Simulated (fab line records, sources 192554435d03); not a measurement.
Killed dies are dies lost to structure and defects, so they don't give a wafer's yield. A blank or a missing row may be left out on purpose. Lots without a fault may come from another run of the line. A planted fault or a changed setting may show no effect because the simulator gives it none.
Chamber matching | flow n5_finfet | N5_BEOL_M2_ETCH_74 on rie_diel-06: 4 sister chambers
The step etches underlayer in N2/H2, target depth 6.5 nm, time 5.2 s. 8 wafers are shown with their chamber, then 9 later ones without.

WAFERS WITH THEIR CHAMBER
wafer  | chamber | drypump_motor_current_A (A) | showerhead_plenum_p_Torr (Torr)
L081.3 | 2       | 5.4                         | 2.50
L083.5 | 1       | 5.3                         | 2.51
L089.1 | 2       | 5.4                         | 2.49
L089.2 | 3       | 6.8                         | 2.63
L089.3 | 0       | 5.5                         | 2.65
L089.4 | 1       | 5.4                         | 2.50
L089.5 | 0       | 5.5                         | 2.65
L089.6 | 3       | 6.8                         | 2.63

WAFERS WITHOUT THEIR CHAMBER
wafer  | drypump_motor_current_A (A) | showerhead_plenum_p_Torr (Torr)
L094.2 | 6.8                         | 2.63
L094.4 | 6.8                         | 2.63
L094.6 | 5.4                         | 2.49
L095.1 | 5.5                         | 2.64
L095.2 | 6.8                         | 2.63
L095.3 | 5.4                         | 2.49
L095.4 | 5.3                         | 2.49
L095.5 | 5.5                         | 2.64
L095.6 | 6.8                         | 2.63

WHICH CHAMBER EACH WENT THROUGH
wafer  | from the rows above     | in truth
L094.2 | 3                       | 3
L094.4 | 3                       | 3
L094.6 | 2                       | 2
L095.1 | 0                       | 0
L095.2 | 3                       | 3
L095.3 | 2                       | 2
L095.4 | can't be placed: 2 or 1 | 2
L095.5 | 0                       | 0
L095.6 | 3                       | 3
Placed correctly: 8 of 9. Can't be placed from these rows: 1 (the true chamber is among the candidates in 1). Placed wrongly: 0.
How it was worked out, from the rows above alone: a wafer's distance from a chamber is the root of the sum, over the readings, of the square of ((its reading less the chamber's mean) divided by the reading's scatter). The wafer belongs to the nearest chamber; if the next one is less than 2 further off, it can't be placed. A chamber's mean is the mean of its shown wafers. The scatter: the root of (the sum of the squares of (reading less its chamber's mean) over the shown wafers, divided by (wafers less chambers)).
